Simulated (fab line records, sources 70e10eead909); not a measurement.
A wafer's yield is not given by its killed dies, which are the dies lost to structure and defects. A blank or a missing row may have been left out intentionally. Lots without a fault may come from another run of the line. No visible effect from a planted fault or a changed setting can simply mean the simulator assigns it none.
Which tool is to blame?	flow nand_harc	45 wafers from 15 lots sampled at 4 of the route's 1302 steps

WHAT EACH GAUGE READ, for each wafer
NHARC_A_DECK1_JOINT_THK_MEAS_17: measures by ellipsometry. Usual: 44.7 nm for thk_nm, sd 1.3.
lot	measured	on	thk_nm (nm)	flag
L877	day 12 17:37	film_metro-02	43.0 44.8 42.9	
L878	day 13 02:50	film_metro-01	44.9 45.7 44.4	
L879	day 13 10:48	film_metro-01	44.6 42.7 44.4	
L880	day 13 10:47	film_metro-02	45.3 44.4 44.6	
L887	day 16 08:36	film_metro-02	44.9 46.2 42.9	
L889	day 17 03:10	film_metro-01	44.4 46.1 46.3	
L888	day 17 03:11	film_metro-01	42.6 46.4 44.9	
L890	day 17 15:01	film_metro-01	42.3 44.5 44.3	
L892	day 18 09:29	film_metro-01	45.6 43.9 44.8	
L894	day 19 06:22	film_metro-02	45.6 45.4 44.7	
L896	day 20 10:37	film_metro-02	44.1 43.8 46.1	
L897	day 20 19:28	film_metro-02	44.4 43.5 47.5	
L898	day 21 05:24	film_metro-01	45.1 42.8 44.3	
L899	day 21 18:14	film_metro-01	43.5 43.0 44.5	
L900	day 22 09:21	film_metro-02	44.2 45.5 43.6	

WHAT TOOL EACH LOT RAN ON (gives the tool, then ch and the chambers of the sampled wafers, and finally the start)
lot	NHARC_A_DECK1_JOINT_ETCHBACK_07	NHARC_A_DECK1_JOINT_ETCHBACK_00	NHARC_A_DECK1_JOINT_ANNEAL_29
L877	rie_si-04 ch 0,2, day 11 01:59	rie_si-03 ch 0,2,3, day 11 15:53	furnace-03 ch 0, day 12 14:17
L878	rie_si-04 ch 1,2, day 11 11:34	rie_si-03 ch 1,3, day 11 22:14	furnace-04 ch 0, day 12 23:28
L879	rie_si-04 ch 0,1, day 12 02:29	rie_si-05 ch 1,2, day 12 12:58	furnace-03 ch 0, day 13 07:28
L880	rie_si-03 ch 0,2,3, day 12 02:29	rie_si-03 ch 0,2,3, day 12 12:58	furnace-03 ch 0, day 13 07:28
L887	rie_si-05 ch 0,1, day 14 20:37	rie_si-03 ch 1,2, day 15 07:18	furnace-03, day 16 05:18
L889	rie_si-03 ch 2,3, day 15 13:56	rie_si-04 ch 0,2,3, day 16 00:26	furnace-03, day 16 23:50
L888	rie_si-05 ch 0,1, day 15 13:56	rie_si-03 ch 0,3, day 16 00:26	furnace-03, day 16 23:50
L890	rie_si-05 ch 0,2,3, day 16 01:44	rie_si-03 ch 2,3, day 16 12:14	furnace-04 ch 0, day 17 11:40
L892	rie_si-04 ch 0,1,2, day 17 01:16	rie_si-03 ch 2,3, day 17 11:53	furnace-03 ch 0, day 18 06:00
L894	rie_si-04 ch 0,3, day 17 21:00	rie_si-03 ch 0,1, day 18 07:34	furnace-03 ch 0, day 19 02:58
L896	rie_si-04 ch 0,1,3, day 18 20:32	rie_si-04 ch 0,2,3, day 19 07:04	furnace-06 ch 0, day 20 07:16
L897	rie_si-03 ch 0,2,3, day 19 09:49	rie_si-05 ch 1,2,3, day 19 20:17	furnace-03 ch 0, day 20 16:10
L898	rie_si-04 ch 1,2,3, day 19 21:25	rie_si-04 ch 2,3, day 20 08:20	furnace-03 ch 0, day 21 02:02
L899	rie_si-05 ch 0,1,2, day 20 07:04	rie_si-03 ch 0,1,3, day 20 17:54	furnace-03 ch 0, day 21 14:52
L900	rie_si-04 ch 0,2, day 20 16:39	rie_si-03 ch 0,1,3, day 21 03:35	furnace-03 ch 0, day 22 06:02
- NHARC_A_DECK1_JOINT_ETCHBACK_07: etches the open film in HBr, target depth 105 nm, time 26.9 s.
- NHARC_A_DECK1_JOINT_ETCHBACK_00: etches the open film in HBr, target depth 30 nm, time 17.4 s.
- NHARC_A_DECK1_JOINT_ANNEAL_29: time 1800 s.

WHAT THE TOOLS THEMSELVES READ (means of the sampled wafers that have a number; where no wafer has one, the mark that the record gives instead)
NHARC_A_DECK1_JOINT_ETCHBACK_07. Usual: drypump_motor_current_A 6.0 A, standard deviation 0.5; oes_product_au 1.000 a.u., standard deviation 0.012; throttle_valve_pct 23.264 %, standard deviation 0.0083.
lot	tool	drypump_motor_current_A (A)	oes_product_au (a.u.)	throttle_valve_pct (%)	flag
L877	rie_si-04	6.4	0.995	23.263	
L878	rie_si-04	5.8	0.996	23.260	
L879	rie_si-04	5.9	0.990	23.261	
L880	rie_si-03	5.7	0.987	23.266	
L887	rie_si-05	5.9	0.994	23.262	
L889	rie_si-03	5.2	1.002	23.259	
L888	rie_si-05	6.0	0.996	23.274	
L890	rie_si-05	5.9	1.005	23.266	
L892	rie_si-04	6.1	1.008	23.265	
L894	rie_si-04	6.5	0.999	23.265	
L896	rie_si-04	6.1	1.015	23.260	
L897	rie_si-03	5.7	1.007	23.269	
L898	rie_si-04	6.2	1.013	23.266	
L899	rie_si-05	6.0	1.002	23.264	
L900	rie_si-04	6.4	0.993	23.263	

NHARC_A_DECK1_JOINT_ETCHBACK_00. Usual: drypump_motor_current_A 5.9 A, standard deviation 0.55; oes_product_au 1.001 a.u., standard deviation 0.011; throttle_valve_pct 23.266 %, standard deviation 0.0087.
lot	tool	drypump_motor_current_A (A)	oes_product_au (a.u.)	throttle_valve_pct (%)	flag
L877	rie_si-03	5.7	0.999	23.261	
L878	rie_si-03	5.6	0.989	23.267	
L879	rie_si-05	6.1	0.998	23.264	
L880	rie_si-03	5.7	0.990	23.268	
L887	rie_si-03	5.5	0.992	23.273	
L889	rie_si-04	6.5	1.013	23.265	
L888	rie_si-03	6.2	0.995	23.265	
L890	rie_si-03	5.3	0.997	23.261	
L892	rie_si-03	5.3	0.989	23.271	
L894	rie_si-03	6.1	0.991	23.259	
L896	rie_si-04	6.5	0.996	23.281	
L897	rie_si-05	6.0	0.997	23.273	
L898	rie_si-04	6.6	0.995	23.265	
L899	rie_si-03	5.9	1.012	23.265	
L900	rie_si-03	5.9	1.012	23.270	

NHARC_A_DECK1_JOINT_ANNEAL_29. Usual: ramp_down_c_per_min 3.0000, standard deviation 0.00054; ramp_up_c_per_min 9.9998, standard deviation 0.0017; spike_tc_centre_C 751.0 C, standard deviation 1.1; spike_tc_lower_C 751.5 C, standard deviation 0.99; zone_power_upper_pct 14.1 %, standard deviation 1.2.
lot	tool	ramp_down_c_per_min	ramp_up_c_per_min	spike_tc_centre_C (C)	spike_tc_lower_C (C)	zone_power_upper_pct (%)	flag
L877	furnace-03	2.9997	10.0002	751.4	752.1	14.7	
L878	furnace-04	3.0001	9.9998	752.3	750.5	12.3	
L879	furnace-03	3.0005	10.0000	751.1	752.1	14.8	
L880	furnace-03	3.0004	9.9992	751.0	752.3	14.7	
L887	furnace-03	-	-	-	-	-	OFF
L889	furnace-03	-	-	-	-	-	OFF
L888	furnace-03	-	-	-	-	-	OFF
L890	furnace-04	2.9999	9.9999	752.2	751.2	12.2	
L892	furnace-03	3.0000	9.9992	750.7	752.4	14.9	
L894	furnace-03	3.0000	9.9990	751.5	750.5	14.7	
L896	furnace-06	2.9995	9.9998	751.9	750.2	11.1	
L897	furnace-03	2.9996	9.9988	750.1	751.4	14.8	
L898	furnace-03	3.0004	10.0006	750.7	752.0	14.8	
L899	furnace-03	3.0000	9.9997	750.6	750.5	14.7	
L900	furnace-03	3.0002	9.9991	751.2	750.7	14.9	

THE ANSWER, worked out from the rows above alone
Rule: a lot counts as off when the mean over its wafers that have a number is more than 3 standard deviations away from the usual mean. Also off: a lot with no number at a reading for which 4 or more lots have one. Where the step has rows for the other lots, those lots are counted as sound. After the gauges, taken in route order, come the tools' own readings; for these a lot's mean is taken, as printed above. At the first step where some lot is off, the reading lying furthest off is the one used; lots without a number count as furthest.
Off at NHARC_A_DECK1_JOINT_ANNEAL_29 (ramp_down_c_per_min): L887, L889, L888. Without a number there: L887, L889, L888.
A tool fits if, at that step or a process step before it, it ran every lot that is off, and no sound lot after the first of them. No candidate that was tried fits.

WHAT WAS PUT IN BY THE SIMULATOR
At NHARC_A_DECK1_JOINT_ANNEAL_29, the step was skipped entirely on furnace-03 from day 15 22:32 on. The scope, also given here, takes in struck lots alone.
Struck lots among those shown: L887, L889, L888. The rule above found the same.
